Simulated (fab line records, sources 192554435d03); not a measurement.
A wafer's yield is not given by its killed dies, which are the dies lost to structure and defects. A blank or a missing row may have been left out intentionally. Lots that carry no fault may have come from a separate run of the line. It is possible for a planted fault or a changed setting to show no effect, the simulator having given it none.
Matching of chambers | flow n5 finfet | N5_ILD0_ALD_15 on ald sin-03: 4 sister chambers
The step deposits SiNx, target thk 24 nm, pulse time 1 s, ald cycles 480. 14 wafers are shown with their chamber, then 7 later ones without.

== WAFERS, EACH WITH ITS CHAMBER ==
wafer  | chamber | heater power w (W) | precursor pulse height rel
L077.2 | 2       | 618                | 0.973
L077.5 | 1       | 941                | 1.028
L077.6 | 2       | 640                | 0.999
L079.1 | 3       | 938                | 0.993
L079.2 | 2       | 627                | 0.998
L079.4 | 2       | 658                | 0.982
L083.1 | 2       | 627                | 0.974
L083.5 | 0       | 750                | 1.013
L083.6 | 3       | 919                | 0.992
L085.1 | 2       | 635                | 1.033
L085.4 | 1       | 905                | 1.017
L085.5 | 2       | 627                | 1.031
L087.3 | 2       | 633                | 1.029
L087.4 | 3       | 937                | 0.987

SIGNATURES (means of the wafers above)
reading                    | chamber 0 | chamber 1 | chamber 2 | chamber 3 | scatter within a chamber
heater power w             | 750.00    | 923.00    | 633.12    | 931.33    | 13.7
precursor pulse height rel | 1.01300   | 1.02250   | 1.00238   | 0.99067   | 0.0216
Rule: a wafer lies at a distance from a chamber equal to the root of the sum of squares, over the readings, of (its reading less the chamber's mean, divided by the reading's scatter). If the next closest chamber is less than 2 further off than the closest, the wafer can't be placed; otherwise it belongs to the closest. The scatter is the square root of a quotient: the sum, over the shown wafers, of each reading's squared deviation from its chamber's mean, divided by wafers minus chambers.

== WAFERS WITHOUT THEIR CHAMBER ==
wafer  | heater power w (W) | precursor pulse height rel
L087.6 | 910                | 0.978
L088.2 | 634                | 1.000
L088.3 | 932                | 1.002
L088.5 | 943                | 0.972
L091.1 | 754                | 0.987
L091.3 | 922                | 1.017
L091.4 | 626                | 0.982

== EACH ONE'S CHAMBER ==
wafer  | from the rows above     | in truth
L087.6 | can't be placed: 3 or 1 | 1
L088.2 | 2                       | 2
L088.3 | can't be placed: 3 or 1 | 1
L088.5 | can't be placed: 3 or 1 | 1
L091.1 | 0                       | 0
L091.3 | can't be placed: 1 or 3 | 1
L091.4 | 2                       | 2
3 of 7 placed correctly. Not placeable from these rows: 4 (in 4, the candidates include the true chamber). Number placed wrongly: 0.
